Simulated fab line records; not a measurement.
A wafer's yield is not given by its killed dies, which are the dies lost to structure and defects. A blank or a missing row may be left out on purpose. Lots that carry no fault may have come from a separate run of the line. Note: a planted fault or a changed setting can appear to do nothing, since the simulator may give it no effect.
A lot that was struck, set against a sound lot | flow n5_finfet | 42 steps out of a route of 1938
Sound: wafers L333.1, L333.2, L333.6. Struck: wafer L343.2; the same lot's L343.4 was not struck, so it is left out; see the end for the cause.
At each step with rows: each side's tool, then ch and its chambers, then its first start. Under that, the readings that differ: sound wafers | struck wafers | difference of the means | sigmas: that difference in standard deviations of wafers without a fault.
alike: readings whose means differ by less than 2 such deviations, and words and numbers that are the same on both sides. not compared: withheld readings, readings that some wafer has no value for, bounds like >300 that may hide the same value, and numbers for which the record gives no deviation and whose values overlap.
Wherever a step has rows on one side only, a row that says differs or no value, or a row with sigmas, the two part there. Numbers that have no deviation but don't overlap get no sigmas and don't part them. Lack of a reading on every wafer of one side parts them only where that side has two or more wafers.

first, 12 steps without rows for these wafers: N5_SD_EPI_N_STRIP_36 (strips in N2/H2); N5_SD_EPI_N_ETCHBACK_44 (etches SiNx in CH3F/O2, stops on SiO2, target depth 14.5 nm); N5_SD_EPI_N_ETCH_45 (etches SiOCN in CH3F/O2, target depth 6 nm); N5_SD_EPI_N_ETCH_16 (etches SiO2 in CHF3/O2, target depth 5 nm); N5_SD_EPI_N_STRIP_47 (strips in CHF3/O2); N5_SD_EPI_N_SD_RECESS_17 (chemistry HBr/Cl2/O2, target depth 41 nm, time 23.7 s, bt time 3 s); N5_SD_EPI_N_STRIP_38 (strips in N2/H2); N5_SD_EPI_N_WET_ETCH_43 (etches SiO2 in dHF, time 14 s, target depth 1.5 nm); N5_SD_EPI_N_STRIP_18 (strips in SPM, time 750 s); N5_SD_EPI_N_SRD_20 (time 30 s); N5_SD_EPI_N_PRECLEAN_48 (cleans in NF3:NH3, afs cycles 2, time 20 s, sublimation time 60 s); N5_SD_EPI_N_VAPOR_ETCH_50 (etches Si in HCl, time 54 s).
N5_SD_EPI_N_EPI_21: deposits Si:P, time 690 s.
  sound on epi_rpcvd-02 ch 0, day 4 21:02; struck on epi_rpcvd-02 ch 0, day 7 07:48
  reading                                   | sound        | struck | difference | sigmas
  epi_growth_time_s (s)                     | 690 690 690  | 469.2  | -220.8     |
  model.Si-P_of_SD_EPI_N_EPI_21.thk_nm (nm) | 58.2 59 58.2 | 43.4   | -15.1      |
N5_SD_EPI_N_EPI_MEAS_23:
  sound on film_metro-02, day 4 22:45; struck on film_metro-01, day 7 09:14
  reading     | sound          | struck | difference | sigmas
  thk_nm (nm) | 58.3 58.1 58.7 | 44.1   | -14.3      | -12
then, 24 steps without rows for these wafers: N5_SD_EPI_N_PRECLEAN_24 (cleans in O3/DIW, time 60 s); N5_SD_EPI_N_SRD_25 (time 30 s); N5_SD_EPI_N_PRECLEAN_49 (cleans in NF3:NH3, afs cycles 1, time 20 s, sublimation time 60 s); N5_SD_EPI_N_LINER_46 (material SiNx, target thk 3 nm); N5_SD_EPI_P_COAT_34 (time 60 s, resist thk 350 nm); N5_SD_EPI_P_COAT_35 (time 60 s, resist thk 35 nm); N5_SD_EPI_P_COAT_03 (resist thk 150 nm); N5_SD_EPI_P_EBR_05; N5_SD_EPI_P_SOFTBAKE_04 (time 60 s); N5_SD_EPI_P_EXPOSE_06 (exposes mask SD P BLK, target cd 240 nm); N5_SD_EPI_P_PEB_07 (peb time 60 s); N5_SD_EPI_P_DEVELOP_08 (develop time 30 s); N5_SD_EPI_P_DESCUM_14 (chemistry O2, time 7.9 s); N5_SD_EPI_P_ETCH_36 (etches SiARC in CF4, target depth 45.5 nm, time 75.8 s); N5_SD_EPI_P_ETCH_37 (etches SOC in N2/H2, overetch 108 nm, time 486 s); N5_SD_EPI_P_STRIP_38 (strips in N2/H2); N5_SD_EPI_P_ETCHBACK_46 (etches SiNx in CH3F/O2, stops on SiO2, target depth 17.5 nm); N5_SD_EPI_P_ETCH_47 (etches SiOCN in CH3F/O2, target depth 25 nm); N5_SD_EPI_P_ETCH_16 (etches SiO2 in CHF3/O2, target depth 5 nm); N5_SD_EPI_P_STRIP_50 (strips in CHF3/O2); N5_SD_EPI_P_SD_RECESS_17 (chemistry HBr/Cl2/O2, target depth 39.1 nm, bt time 3 s); N5_SD_EPI_P_WET_ETCH_45 (etches SiO2 in dHF, time 10.7 s, target depth 2 nm, rinse time 30 s); N5_SD_EPI_P_STRIP_40 (strips in N2/H2); N5_SD_EPI_P_PRECLEAN_52 (cleans in O3/DIW, time 60 s).
N5_SD_EPI_P_PRECLEAN_24: cleans in O3/DIW, time 45 s.
  sound on wet_bench-05 ch 0,2,5, day 5 03:53; struck on wet_bench-04 ch 5, day 7 13:56
  reading                                   | sound          | struck | difference | sigmas
  model.Si-P_of_SD_EPI_N_EPI_21.thk_nm (nm) | 57.4 58.2 57.4 | 42.8   | -14.9      |
N5_SD_ACTIVATION_RS_MEAS_03: a four-point-probe measurement.
  sound on film_metro-02, day 5 04:28; struck on film_metro-02, day 7 14:27
  reading          | sound          | struck | difference | sigmas
  RS_SD_N (ohm/sq) | 22.1 21.9 22.3 | 30.0   | +7.9       | +25
  alike: RS_SD_P
-- the record jumps here: 5 days lie between the struck wafers' starts before and after (it left off in module SD_ACTIVATION and takes up again in module BEOL_M4, whose first step shown is number 1111 of the route) --
N5_BEOL_M4_RC_MEAS_101:
  sound on prober-02 ch 0, day 10 08:08; struck on prober-02 ch 0, day 12 18:50
  reading          | sound          | struck | difference | sigmas
  REXT_N (ohm.um)  | 78.6 77.8 79.2 | 85.3   | +6.8       | +4
  RS_SD_N (ohm/sq) | 28.6 28.3 28.7 | 38.6   | +10.1      | +26
  alike: DIBL_N, DIBL_P, IOFF_N, IOFF_P, ION_N, ION_P, SS_N, SS_P, VT_N, VT_P
then, 1 step without rows for these wafers: N5_PASSIVATION_PROBE_49.

## WHERE THEY PART
Earliest at N5_SD_EPI_N_EPI_MEAS_23; latest, in this record, at N5_BEOL_M4_RC_MEAS_101.

WHY: what the simulator had put in
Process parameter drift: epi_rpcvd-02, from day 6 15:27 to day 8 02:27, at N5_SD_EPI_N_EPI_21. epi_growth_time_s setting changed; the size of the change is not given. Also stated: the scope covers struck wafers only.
